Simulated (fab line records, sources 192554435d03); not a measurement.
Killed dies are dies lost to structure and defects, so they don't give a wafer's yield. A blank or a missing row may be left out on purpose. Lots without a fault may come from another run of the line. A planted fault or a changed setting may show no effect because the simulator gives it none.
fab line records | flow n5_finfet
record lots=7 wafers=21
route steps=1938 shown BEOL_M13@1696 BEOL_M14@1751 BEOL_M15@1779 MIM_TOP_LITHO@1843
start_h: hours from the record's first day to the start of the lot's first wafer shown | wait_h: hours since the lot's step before | " the same as in the row above | L1.1+2: a row that stands for several wafers | - no value, or no start given | * or withheld: withheld | < > ~ a bound
route shown NAME@n: a module of which the file shows steps, and the number in the route of the first | usual: mean/standard deviation of fault-free wafers | same: alike in all rows | chamber/n: place in a boat | sites: the reading at each site | _std_site: their standard deviation | _edge_site: outer sites' mean less inner sites' | radius_mm: how far each site lies from the wafer's centre | mask NAME#n: copy n | behind: the tool/chamber that last shaped the wafer | hold: why the lot was held/for how many hours/how that ended | device: the transistor (n, p or np) that didn't switch | end of line: the same wafers' tests at the end of the route | a step without rows: its recipe alone | killed: dies lost to structure and defects at the first sort, not the wafer's yield | map: a wafer's dies, x killed, . not, _ none there
set.NAME: the setting as run; set.NAME@STEP: as run at that earlier step | model.NAME: the simulator's own value behind a step, which no gauge read
lots whose settings were changed on purpose; a table a step, a row a wafer
## steps
# step N5_BEOL_M13_TRENCH_ETCH_34
# recipe chemistry=C4F8/O2/Ar target=SiOC target_depth_a=4134.7 mask_material=SOC pressure_mtorr=30 source_w=3000 bias_w=700 Ar_flow_sccm=400 C4F8_flow_sccm=15 O2_flow_sccm=8 he_inner_torr=15 he_outer_torr=30 time_s=162.6 ion_energy_ev=250
# columns lot.wafer tool chamber start_h wait_h set.time_s model.etch.depth_nm
L075.1 rie_diel-02 2 233.87 0.0 198.7 520
L075.3 " 3 " " 162.6 422.9
L075.6 " 2 " " 162.6 424.2
L077.1 rie_diel-05 2 248.20 0.0 162.6 407.6
L077.2 " 1 " " 162.6 414.7
L077.5 " 1 " " 162.6 416.5
L080.4 rie_diel-05 3 267.74 0.0 162.6 409.1
L080.5 " 0 " " 162.6 411.9
L080.6 " 1 " " 162.6 416
L082.1 rie_diel-06 3 291.62 0.0 162.6 410.2
L082.2 " 0 " " 184.4 469.4
L082.4 " 0 " " 184.4 469.3
L083.1 rie_diel-06 3 302.27 0.0 198.4 500.2
L083.4 " 0 " " 162.6 412.4
L083.6 " 2 " " 198.4 517.8
L093.1 rie_diel-05 0 360.01 0.0 181.4 469.8
L093.3 " 1 " " 181.4 463.1
L093.6 " 0 " " 162.6 423.1
L097.2 rie_diel-05 1 386.23 0.0 162.6 410.9
L097.3 " 3 " " 162.6 401.9
L097.4 " 0 " " 150.6 388.8
# step N5_BEOL_M13_STRIP_70
# recipe chemistry=C4F8/O2/Ar resist=SiARC rf_frequency_hz=6e+07
# step N5_BEOL_M13_OCD_MEAS_35
# usual trench_depth_nm=413/6.2
# columns lot.wafer tool chamber start_h wait_h set.time_s@BEOL_M13_TRENCH_ETCH_34 trench_depth_nm
L075.1 ocd-02 - 234.04 0.0 198.7 520
L075.3 " - " " 162.6 423
L075.6 " - " " 162.6 424
L077.1 ocd-02 - 248.38 0.0 162.6 407
L077.2 " - " " 162.6 415
L077.5 " - " " 162.6 416
L080.4 ocd-02 - 267.92 0.0 162.6 409
L080.5 " - " " 162.6 412
L080.6 " - " " 162.6 416
L082.1 ocd-01 - 291.79 0.0 162.6 410
L082.2 " - " " 184.4 470
L082.4 " - " " 184.4 469
L083.1 ocd-02 - 302.44 0.0 198.4 500
L083.4 " - " " 162.6 412
L083.6 " - " " 198.4 518
L093.1 ocd-01 - 360.18 0.0 181.4 470
L093.3 " - " " 181.4 463
L093.6 " - " " 162.6 423
L097.2 ocd-02 - 386.41 0.0 162.6 411
L097.3 " - " " 162.6 401
L097.4 " - " " 150.6 389
# step N5_BEOL_M13_STRIP_37
# recipe chemistry=N2/H2 power_w=1000 temp_c=250 h2_frac=0.65 overash_fraction=0.3 pressure_mtorr=withheld n2_flow_sccm=1750 h2_flow_sccm=3250
# step N5_BEOL_M13_ETCH_38
# recipe chemistry=CF4/N2 target=SiCN target_depth_a=675 taper_deg=2 time_s=71.9 ion_energy_ev=150 mask_material=SiO2 pressure_mtorr=40 source_w=430 bias_w=70 Ar_flow_sccm=100 cf4_flow_sccm=60 n2_flow_sccm=60
# step N5_BEOL_M13_ECD_47
# recipe material=Cu target_thk_a=9360
# step N5_BEOL_M13_ANNEAL_48
# recipe temp_c=225 time_s=90 ambient=N2
# step N5_BEOL_M13_CMP_49
# recipe stop_on=SiOC t_overpolish_s=17.1 down_force_psi=1 platen_rpm=50 clearing_platen_down_force_psi=1.5 clearing_platen_rpm=50 post_cmp_clean=cu_alkaline target_thk_nm=420 clearing_platen_pad_velocity_m_s=0.99484 pad_velocity_m_s=0.99484
# columns lot.wafer tool chamber start_h wait_h set.time_s@BEOL_M13_TRENCH_ETCH_34 model.Cu_of_BEOL_M13_ECD_47.thk_nm
L075.3 cmp-04 0 238.46 0.2 162.6 429.2
L075.1 " 1 " " 198.7 525.2
L075.6 " 3 " " 162.6 429.8
L077.1 cmp-04 3 252.89 0.3 162.6 413.8
L077.2 " 2 " " 162.6 421
L077.5 " 3 " " 162.6 422.2
L080.4 cmp-03 1 270.40 0.1 162.6 413.2
L080.5 " 1 " " 162.6 417.2
L080.6 " 2 " " 162.6 422.8
L082.4 cmp-04 3 294.49 0.2 184.4 474.8
L082.2 " 0 " " 184.4 475
L082.1 " 1 " " 162.6 416.6
L083.1 cmp-03 3 305.25 0.5 198.4 506.6
L083.4 " 1 " " 162.6 417
L083.6 " 3 " " 198.4 523
L093.3 cmp-03 3 362.91 0.2 181.4 470.4
L093.1 " 0 " " 181.4 477.2
L093.6 " 0 " " 162.6 429.4
L097.3 cmp-02 2 389.80 0.2 162.6 408.2
L097.4 " 3 " " 150.6 395.2
L097.2 " 0 " " 162.6 415.2
# step N5_BEOL_M13_THK_MEAS_50
# recipe thk_meas_gauge=xrf reads=Cu_of_BEOL_M13_ECD_47
# usual M13_THK=432/7
# columns lot.wafer tool chamber start_h wait_h set.time_s@BEOL_M13_TRENCH_ETCH_34 M13_THK[nm]
L075.1 film_metro-02 - 238.68 - 198.7 547
L075.3 " - " " 162.6 444
L075.6 " - " " 162.6 447
L077.1 film_metro-01 - 253.18 - 162.6 422
L077.2 " - " " 162.6 431
L077.5 " - " " 162.6 429
L080.4 film_metro-01 - 270.69 - 162.6 419
L080.5 " - " " 162.6 424
L080.6 " - " " 162.6 431
L082.1 film_metro-01 - 294.78 - 162.6 427
L082.2 " - " " 184.4 489
L082.4 " - " " 184.4 487
L083.1 film_metro-01 - 305.54 - 198.4 521
L083.4 " - " " 162.6 427
L083.6 " - " " 198.4 538
L093.1 film_metro-01 - 363.21 - 181.4 491
L093.3 " - " " 181.4 482
L093.6 " - " " 162.6 441
L097.2 film_metro-02 - 390.10 - 162.6 425
L097.3 " - " " 162.6 418
L097.4 " - " " 150.6 403
# step N5_BEOL_M13_PRE_CLEAN_52
# recipe gas=NH3 time_s=15 temp_c=withheld rf_power_w=300
# step N5_BEOL_M13_DEP_53
# recipe material=SiCN target_thk_a=500 temp_c=withheld precursor=3MS/NH3 pressure_torr=3 rf_w=675 time_s=17.8
# step N5_BEOL_M13_RS_MEAS_54
# recipe thk_meas_gauge=four-point-probe reads=Cu_of_BEOL_M13_ECD_47+Ta_of_BEOL_M13_SPUTTER_44+TaN_of_BEOL_M13_SPUTTER_43
# usual M13_RS=0.0450/0.00068
# columns lot.wafer tool chamber start_h wait_h set.time_s@BEOL_M13_TRENCH_ETCH_34 M13_RS[ohm/sq]
L075.1 film_metro-01 - 238.81 0.0 198.7 0.0357
L075.3 " - " " 162.6 0.0440
L075.6 " - " " 162.6 0.0439
L077.1 film_metro-02 - 253.31 0.0 162.6 0.0457
L077.2 " - " " 162.6 0.0448
L077.5 " - " " 162.6 0.0448
L080.4 film_metro-01 - 270.85 0.0 162.6 0.0458
L080.5 " - " " 162.6 0.0454
L080.6 " - " " 162.6 0.0448
L082.1 film_metro-02 - 294.91 0.0 162.6 0.0452
L082.2 " - " " 184.4 0.0396
L082.4 " - " " 184.4 0.0396
L083.1 film_metro-01 - 305.67 0.0 198.4 0.0371
L083.4 " - " " 162.6 0.0454
L083.6 " - " " 198.4 0.0360
L093.1 film_metro-02 - 363.34 0.0 181.4 0.0394
L093.3 " - " " 181.4 0.0400
L093.6 " - " " 162.6 0.0440
L097.2 film_metro-02 - 390.23 0.1 162.6 0.0455
L097.3 " - " " 162.6 0.0463
L097.4 " - " " 150.6 0.0479
# step N5_BEOL_M14_ETCH_68
# recipe chemistry=N2/H2 target=SOC mask_material=SiARC source_w=3000 bias_w=350 temp_c=40 time_s=450 ion_energy_ev=200 pressure_mtorr=30 n2_flow_sccm=200 h2_flow_sccm=200
# columns lot.wafer tool chamber start_h wait_h set.time_s model.SiARC_of_BEOL_M14_COAT_66.thk_nm
L075.1 rie_diel-04 0 240.77 0.1 450 64.8
L075.3 " 1 " " 412.8 68.2
L075.6 " 2 " " 450 64.6
L077.1 rie_diel-04 1 255.11 0.1 544.7 55
L077.2 " 3 " " 450 65.2
L077.5 " 0 " " 544.7 55.8
L080.4 rie_diel-03 1 272.78 0.1 450 65
L080.5 " 2 " " 450 64.6
L080.6 " 3 " " 450 63.6
L082.1 rie_diel-03 1 297.10 0.1 450 65.8
L082.2 " 2 " " 535.7 56
L082.4 " 2 " " 535.7 56.6
L083.1 rie_diel-03 2 307.50 0.1 450 64.8
L083.4 " 0 " " 522.9 58.2
L083.6 " 3 " " 522.9 56.6
L093.1 rie_diel-04 3 365.57 0.1 450 64.2
L093.3 " 2 " " 450 64.8
L093.6 " 3 " " 450 64
L097.2 rie_diel-03 1 392.06 0.1 450 66.6
L097.3 " 3 " " 450 65.4
L097.4 " 0 " " 450 66
# step N5_BEOL_M14_DEP_53
# recipe material=SiCN target_thk_a=500 temp_c=withheld precursor=3MS/NH3 pressure_torr=3 rf_w=675 time_s=17.8
# columns lot.wafer tool chamber start_h wait_h set.time_s model.SiCN_of_BEOL_M14_DEP_53.thk_nm
L075.1 pecvd-04 1 245.66 0.0 17.8 49.8
L075.3 " 2 " " 17.8 50.4
L075.6 " 2 " " 20.08 56.8
L077.1 pecvd-01 2 260.38 0.0 20.12 55.2
L077.2 " 0 " " 20.12 55.8
L077.5 " 1 " " 17.8 49.4
L080.4 pecvd-02 1 277.06 0.0 17.8 50.8
L080.5 " 0 " " 17.8 50.2
L080.6 " 2 " " 17.8 51.2
L082.1 pecvd-01 1 300.85 0.0 16.48 46
L082.2 " 0 " " 17.8 49.4
L082.4 " 0 " " 16.48 46.6
L083.1 pecvd-01 1 310.68 0.0 16.48 46
L083.4 " 2 " " 16.48 47
L083.6 " 1 " " 16.48 46.8
L093.1+3 pecvd-02 1,2 368.98 0.0 20.11 56.2
L093.6 " 0 " " 17.8 50.4
L097.2 pecvd-04 1 394.63 0.0 16.7 46.2
L097.3 " 0 " " 17.8 49
L097.4 " 1 " " 16.7 46.8
# step N5_BEOL_M15_EXPOSE_07
# recipe mask_id=V14 na=0.8 source_shape=annular sigma_inner=0.5 sigma_outer=0.8 polarization=unpolarized attpsm_phase_deg=180 dose_mj=41.25
# columns lot.wafer tool chamber start_h wait_h mask set.dose_mj
L075.1 krf_scanner-02 0 246.17 - V14#0 43.81
L075.3+6 " 0 " " V14#0 41.25
L077.1+2 krf_scanner-01 0 260.89 - V14#0 41.25
L077.5 " 0 " " V14#0 42.92
L080.4+5+6 krf_scanner-02 0 277.70 - V14#0 41.25
L082.1+2 krf_scanner-02 0 301.36 - V14#0 38.21
L082.4 " 0 " " V14#0 41.25
L083.1+4 krf_scanner-01 0 311.32 - V14#0 41.25
L083.6 " 0 " " V14#0 39.39
L093.1+3+6 krf_scanner-01 0 369.61 - V14#0 41.25
L097.2+3+4 krf_scanner-02 0 395.43 - V14#0 41.25
# step N5_BEOL_M15_PEB_08
# recipe peb_temp_c=130 peb_time_s=90
# step N5_BEOL_M15_DEVELOP_09
# recipe develop_time_s=45 rinse_liquid=diw dry=air_spin dev_temp_c=21
# step N5_BEOL_M15_HARDBAKE_14
# recipe temp_c=130 time_s=120
# step N5_BEOL_M15_CD_MEAS_10
# recipe target_cd_nm=360 landing_energy_ev=500 detector=se_inlens polarity=opening
# usual cd_nm=361.0/1.5
# columns lot.wafer tool chamber start_h wait_h set.dose_mj@BEOL_M15_EXPOSE_07 cd_nm
L075.1 cd_sem-02 0 246.34 - 43.81 370.0
L075.3 " 0 " " 41.25 360.6
L075.6 " 0 " " 41.25 360.8
L077.1 cd_sem-02 0 261.06 - 41.25 362.9
L077.2 " 0 " " 41.25 362.5
L077.5 " 0 " " 42.92 368.4
L080.4 cd_sem-02 0 277.86 - 41.25 364.2
L080.5 " 0 " " 41.25 364.0
L080.6 " 0 " " 41.25 362.9
L082.1 cd_sem-03 0 301.53 - 38.21 351.4
L082.2 " 0 " " 38.21 350.1
L082.4 " 0 " " 41.25 362.1
L083.1 cd_sem-02 0 311.49 - 41.25 358.5
L083.4 " 0 " " 41.25 359.8
L083.6 " 0 " " 39.39 352.6
L093.1 cd_sem-02 0 369.79 - 41.25 361.9
L093.3 " 0 " " 41.25 361.8
L093.6 " 0 " " 41.25 359.7
L097.2 cd_sem-03 0 395.60 - 41.25 361.3
L097.3 " 0 " " 41.25 361.3
L097.4 " 0 " " 41.25 360.4
# step N5_BEOL_M15_STRIP_65
# recipe chemistry=post_etch_residue_remover time_s=60 temp_c=25 remover_ph=withheld remover_water_wt_pct=withheld remover_fluoride_wt_pct=withheld
# step N5_BEOL_M15_SRD_66
# recipe time_s=30 temp_c=23 rinse_liquid=diw dry=n2_spin spin_rpm=1500 dry_time_s=30
# step N5_BEOL_M15_CD_MEAS_17
# recipe target_cd_nm=360 polarity=opening
# usual cd_nm=362.5/1.9
# columns lot.wafer tool chamber start_h wait_h set.dose_mj@BEOL_M15_EXPOSE_07 cd_nm
L075.1 cd_sem-01 - 246.92 0.0 43.81 372.1
L075.3 " - " " 41.25 363.3
L075.6 " - " " 41.25 362.0
L077.1 cd_sem-03 - 261.65 0.0 41.25 365.4
L077.2 " - " " 41.25 363.2
L077.5 " - " " 42.92 371.1
L080.4 cd_sem-03 - 278.68 0.0 41.25 364.2
L080.5 " - " " 41.25 364.6
L080.6 " - " " 41.25 362.9
L082.1 cd_sem-03 - 302.12 0.0 38.21 351.4
L082.2 " - " " 38.21 352.4
L082.4 " - " " 41.25 362.8
L083.1 cd_sem-01 - 312.17 0.0 41.25 359.5
L083.4 " - " " 41.25 361.2
L083.6 " - " " 39.39 354.9
L093.1 cd_sem-03 - 370.37 0.0 41.25 362.7
L093.3 " - " " 41.25 361.8
L093.6 " - " " 41.25 359.6
L097.2 cd_sem-02 - 396.75 0.0 41.25 362.4
L097.3 " - " " 41.25 364.1
L097.4 " - " " 41.25 361.7
# step N5_MIM_TOP_LITHO_EXPOSE_05
# recipe mask_id=MIM_TOP na=0.55 source_shape=conventional sigma_outer=0.8 polarization=unpolarized target_cd_nm=2000 dose_mj=20.5
# columns lot.wafer tool chamber start_h wait_h mask set.dose_mj
L075.1+3+6 krf_scanner-01 0 268.20 - MIM_TOP#0 20.5
L077.1+2+5 krf_scanner-02 0 273.98 - MIM_TOP#0 20.5
L080.4+5+6 krf_scanner-02 0 284.62 - MIM_TOP#0 20.5
L082.1+2+4 krf_scanner-02 0 311.47 - MIM_TOP#0 20.5
L083.1+6 krf_scanner-02 0 318.79 - MIM_TOP#0 20.02
L083.4 " 0 " " MIM_TOP#0 20.5
L093.1+3+6 krf_scanner-01 0 377.94 - MIM_TOP#0 20.5
L097.2 krf_scanner-01 0 407.07 - MIM_TOP#0 19.39
L097.3+4 " 0 " " MIM_TOP#0 20.5
# step N5_MIM_TOP_LITHO_DEVELOP_07
# recipe develop_time_s=60 rinse_liquid=diw dry=air_spin dev_temp_c=21
# columns lot.wafer tool chamber start_h wait_h set.develop_time_s
L075.1+3+6 litho_track-04 0 - - 60
L077.1+2 litho_track-03 0 - - 60
L077.5 " 0 " " 65.58
L080.4+5+6 litho_track-03 0 - - 60
L082.1+2 litho_track-03 0 - - 50.4
L082.4 " 0 " " 60
L083.1+6 litho_track-03 0 - - 60
L083.4 " 0 " " 66.37
L093.1+3+6 litho_track-05 0 - - 60
L097.2 litho_track-05 0 - - 55.4
L097.3+4 " 0 " " 60
# step N5_MIM_TOP_LITHO_HARDBAKE_09
# recipe temp_c=130 time_s=120
# step N5_MIM_TOP_LITHO_CD_MEAS_08
# recipe target_cd_nm=2000 landing_energy_ev=500 detector=se_inlens
# usual cd_nm=1999.5/1.8
# columns lot.wafer tool chamber start_h wait_h set.dose_mj@MIM_TOP_LITHO_EXPOSE_05 cd_nm
L075.1 cd_sem-01 0 268.37 - 20.5 2000.2
L075.3 " 0 " " 20.5 2000.3
L075.6 " 0 " " 20.5 1999.8
L077.1 cd_sem-01 0 274.16 - 20.5 1998.1
L077.2 " 0 " " 20.5 1996.5
L077.5 " 0 " " 20.5 1997.4
L080.4 cd_sem-01 0 284.78 - 20.5 1997.7
L080.5 " 0 " " 20.5 1997.1
L080.6 " 0 " " 20.5 1997.2
L082.1 cd_sem-01 0 311.64 - 20.5 2004.2
L082.2 " 0 " " 20.5 2001.7
L082.4 " 0 " " 20.5 1999.5
L083.1 cd_sem-02 0 318.96 - 20.02 2004.8
L083.4 " 0 " " 20.5 1999.4
L083.6 " 0 " " 20.02 2003.7
L093.1 cd_sem-02 0 378.11 - 20.5 1999.0
L093.3 " 0 " " 20.5 2001.7
L093.6 " 0 " " 20.5 1996.5
L097.2 cd_sem-03 0 407.24 - 19.39 2011.8
L097.3 " 0 " " 20.5 2000.7
L097.4 " 0 " " 20.5 2001.6
## key
split step=N5_BEOL_M13_TRENCH_ETCH_34 setting=time_s stated=162.6 by=wafer
response step=N5_BEOL_M13_TRENCH_ETCH_34 reading=model.etch.depth_nm change=+4.23 per=1% r=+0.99
response step=N5_BEOL_M13_OCD_MEAS_35 reading=trench_depth_nm change=+4.23 per=1% r=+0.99
response step=N5_BEOL_M13_CMP_49 reading=model.Cu_of_BEOL_M13_ECD_47.thk_nm change=+4.23 per=1% r=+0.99
response step=N5_BEOL_M13_THK_MEAS_50 reading=M13_THK change=+4.45 per=1% r=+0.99
response step=N5_BEOL_M13_RS_MEAS_54 reading=M13_RS change=-0.000385 per=1% r=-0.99
split step=N5_BEOL_M14_ETCH_68 setting=time_s stated=450 by=wafer
response step=N5_BEOL_M14_ETCH_68 reading=model.SiARC_of_BEOL_M14_COAT_66.thk_nm change=-0.472 per=1% r=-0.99
split step=N5_BEOL_M14_DEP_53 setting=time_s stated=17.8 by=wafer
response step=N5_BEOL_M14_DEP_53 reading=model.SiCN_of_BEOL_M14_DEP_53.thk_nm change=+0.469 per=1% r=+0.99
split step=N5_BEOL_M15_EXPOSE_07 setting=dose_mj stated=41.25 by=wafer
response step=N5_BEOL_M15_CD_MEAS_10 reading=cd_nm change=+1.5 per=1% r=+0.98
response step=N5_BEOL_M15_CD_MEAS_17 reading=cd_nm change=+1.47 per=1% r=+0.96
split step=N5_MIM_TOP_LITHO_EXPOSE_05 setting=dose_mj stated=20.5 by=wafer
response step=N5_MIM_TOP_LITHO_CD_MEAS_08 reading=cd_nm change=-1.98 per=1% r=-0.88
split step=N5_MIM_TOP_LITHO_DEVELOP_07 setting=develop_time_s stated=60 by=wafer
response none clear
